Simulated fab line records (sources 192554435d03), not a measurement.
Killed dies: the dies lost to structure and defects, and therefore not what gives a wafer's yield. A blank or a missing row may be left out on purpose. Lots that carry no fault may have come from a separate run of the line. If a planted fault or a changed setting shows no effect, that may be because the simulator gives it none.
Matching of chambers    flow n5_finfet    N5_MOL_CONTACT_COAG_CMP_28 on cmp-01 has 4 sister chambers
The step polishes, stops on SiNx, t overpolish 0.85 s, target thk 14.522 nm. 4 wafers are shown with their chamber, then 9 later ones without.

EACH WAFER AND ITS CHAMBER
wafer   chamber  motor_current_A (A)
L083.3  3        11.3
L088.2  2        11.9
L088.5  0        13.8
L088.6  1        11.0

WAFERS WITHOUT THEIR CHAMBER
wafer   motor_current_A (A)
L089.1  11.1
L089.2  11.6
L089.4  13.5
L093.2  14.0
L093.3  10.8
L093.6  11.6
L096.1  13.9
L096.2  11.4
L096.5  13.8

EACH ONE'S CHAMBER
wafer   from the rows above           in truth
L089.1  can't be placed: 1 or 3       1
L089.2  can't be placed: 3 or 2 or 1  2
L089.4  0                             0
L093.2  0                             0
L093.3  can't be placed: 1 or 3       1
L093.6  can't be placed: 3 or 2 or 1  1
L096.1  0                             0
L096.2  can't be placed: 3 or 1 or 2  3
L096.5  0                             0
4 of 9 placed correctly. Not placeable from these rows: 5 (in 5, the candidates include the true chamber). 0 placed wrongly.
How it was worked out, from the rows above alone: a wafer's distance from a chamber is the root of the sum, over the readings, of the square of ((its reading less the chamber's mean) divided by the reading's scatter). The wafer belongs to the nearest chamber; if the next one is less than 2 further off, it can't be placed. The mean given for a chamber averages the wafers shown for that chamber. The scatter: root of mean squared gap, hidden wafer to nearest shown wafer, with one shown wafer a chamber.
